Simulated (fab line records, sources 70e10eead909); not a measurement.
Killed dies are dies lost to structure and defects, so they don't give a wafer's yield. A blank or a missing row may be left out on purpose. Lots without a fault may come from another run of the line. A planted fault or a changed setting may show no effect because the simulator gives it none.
Chamber matching | flow nand_harc | NHARC_P_GATE_DESCUM_31 on rie_diel-13: 4 sister chambers
The step chemistry O2, time 3 s. 8 wafers are shown with their chamber, then 11 later ones without.

WAFERS WITH THEIR CHAMBER
wafer  | chamber | showerhead_plenum_p_Torr (Torr) | drypump_motor_current_A (A)
L080.2 | 0       | 1.78                            | 5.7
L087.1 | 2       | 1.90                            | 5.8
L086.1 | 2       | 1.91                            | 5.8
L086.3 | 1       | 2.01                            | 5.5
L086.5 | 1       | 2.01                            | 5.5
L085.5 | 0       | 1.78                            | 5.7
L085.6 | 3       | 1.94                            | 5.9
L090.1 | 3       | 1.94                            | 5.8

WAFERS WITHOUT THEIR CHAMBER
wafer  | showerhead_plenum_p_Torr (Torr) | drypump_motor_current_A (A)
L090.3 | 2.01                            | 5.6
L090.5 | 2.01                            | 5.6
L092.1 | 1.90                            | 5.8
L092.3 | 1.90                            | 5.9
L092.4 | 2.01                            | 5.6
L094.1 | 1.90                            | 5.8
L094.3 | 1.90                            | 5.8
L094.6 | 1.90                            | 5.8
L097.1 | 1.94                            | 5.8
L097.3 | 2.01                            | 5.5
L097.4 | 2.01                            | 5.6

WHICH CHAMBER EACH WENT THROUGH
wafer  | from the rows above | in truth
L090.3 | 1                   | 1
L090.5 | 1                   | 1
L092.1 | 2                   | 2
L092.3 | 2                   | 2
L092.4 | 1                   | 1
L094.1 | 2                   | 2
L094.3 | 2                   | 2
L094.6 | 2                   | 2
L097.1 | 3                   | 3
L097.3 | 1                   | 1
L097.4 | 1                   | 1
Placed correctly: 11 of 11. Can't be placed from these rows: 0. Placed wrongly: 0.
How it was worked out, from the rows above alone: a wafer's distance from a chamber is the root of the sum, over the readings, of the square of ((its reading less the chamber's mean) divided by the reading's scatter). The wafer belongs to the nearest chamber; if the next one is less than 2 further off, it can't be placed. A chamber's mean is the mean of its shown wafers. The scatter: the root of (the sum of the squares of (reading less its chamber's mean) over the shown wafers, divided by (wafers less chambers)).
